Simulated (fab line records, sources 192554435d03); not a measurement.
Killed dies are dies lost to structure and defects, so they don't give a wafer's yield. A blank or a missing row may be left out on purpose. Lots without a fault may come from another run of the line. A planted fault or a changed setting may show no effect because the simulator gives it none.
Chamber matching | flow n5_finfet | N5_MOL_CONTACT_COAG_ETCH_89 on rie_diel-01: 4 sister chambers
The step etches underlayer in N2/H2, target depth 13 nm, time 10.4 s. 4 wafers are shown with their chamber, then 8 later ones without.

WAFERS WITH THEIR CHAMBER
wafer  | chamber | throttle_valve_pct (%)
L080.3 | 0       | 17.52
L081.3 | 1       | 17.89
L081.6 | 3       | 17.99
L085.1 | 2       | 17.57

WAFERS WITHOUT THEIR CHAMBER
wafer  | throttle_valve_pct (%)
L085.4 | 17.54
L085.5 | 17.93
L090.1 | 17.60
L090.3 | 17.57
L090.5 | 17.56
L094.1 | 17.60
L094.5 | 17.56
L094.6 | 17.95

WHICH CHAMBER EACH WENT THROUGH
wafer  | from the rows above     | in truth
L085.4 | can't be placed: 0 or 2 | 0
L085.5 | can't be placed: 1 or 3 | 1
L090.1 | can't be placed: 2 or 0 | 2
L090.3 | can't be placed: 2 or 0 | 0
L090.5 | can't be placed: 2 or 0 | 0
L094.1 | can't be placed: 2 or 0 | 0
L094.5 | can't be placed: 2 or 0 | 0
L094.6 | can't be placed: 3 or 1 | 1
Placed correctly: 0 of 8. Can't be placed from these rows: 8 (the true chamber is among the candidates in 8). Placed wrongly: 0.
How it was worked out, from the rows above alone: a wafer's distance from a chamber is the root of the sum, over the readings, of the square of ((its reading less the chamber's mean) divided by the reading's scatter). The wafer belongs to the nearest chamber; if the next one is less than 2 further off, it can't be placed. A chamber's mean is the mean of its shown wafers. The scatter: with one shown wafer a chamber, the root of the mean of the squares of how far each hidden wafer lies from its nearest shown one.
